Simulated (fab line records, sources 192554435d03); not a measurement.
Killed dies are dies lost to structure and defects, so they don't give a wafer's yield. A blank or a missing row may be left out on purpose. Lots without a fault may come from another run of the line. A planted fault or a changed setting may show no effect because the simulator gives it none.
Chamber matching | flow n5_finfet | N5_FIN_SAQP_ETCH_51 on rie_diel-02: 4 sister chambers
The step etches SiARC in CF4, target depth 45.5 nm, time 75.8 s. 4 wafers are shown with their chamber, then 12 later ones without.

WAFERS WITH THEIR CHAMBER
wafer  | chamber | showerhead_plenum_p_Torr (Torr)
L092.6 | 2       | 2.22
L093.1 | 0       | 2.05
L093.2 | 1       | 2.20
L093.3 | 3       | 2.20

WAFERS WITHOUT THEIR CHAMBER
wafer  | showerhead_plenum_p_Torr (Torr)
L093.4 | 2.22
L093.5 | 2.20
L093.6 | 2.05
L094.4 | 2.05
L094.5 | 2.05
L094.6 | 2.19
L095.2 | 2.21
L095.4 | 2.19
L095.5 | 2.21
L096.1 | 2.21
L096.2 | 2.19
L096.4 | 2.19

WHICH CHAMBER EACH WENT THROUGH
wafer  | from the rows above          | in truth
L093.4 | 2                            | 2
L093.5 | can't be placed: 1 or 3      | 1
L093.6 | 0                            | 0
L094.4 | 0                            | 0
L094.5 | 0                            | 0
L094.6 | can't be placed: 1 or 3      | 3
L095.2 | can't be placed: 1 or 3 or 2 | 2
L095.4 | can't be placed: 1 or 3      | 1
L095.5 | can't be placed: 1 or 3 or 2 | 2
L096.1 | can't be placed: 1 or 3 or 2 | 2
L096.2 | can't be placed: 1 or 3      | 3
L096.4 | can't be placed: 1 or 3      | 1
Placed correctly: 4 of 12. Can't be placed from these rows: 8 (the true chamber is among the candidates in 8). Placed wrongly: 0.
How it was worked out, from the rows above alone: a wafer's distance from a chamber is the root of the sum, over the readings, of the square of ((its reading less the chamber's mean) divided by the reading's scatter). The wafer belongs to the nearest chamber; if the next one is less than 2 further off, it can't be placed. A chamber's mean is the mean of its shown wafers. The scatter: with one shown wafer a chamber, the root of the mean of the squares of how far each hidden wafer lies from its nearest shown one.
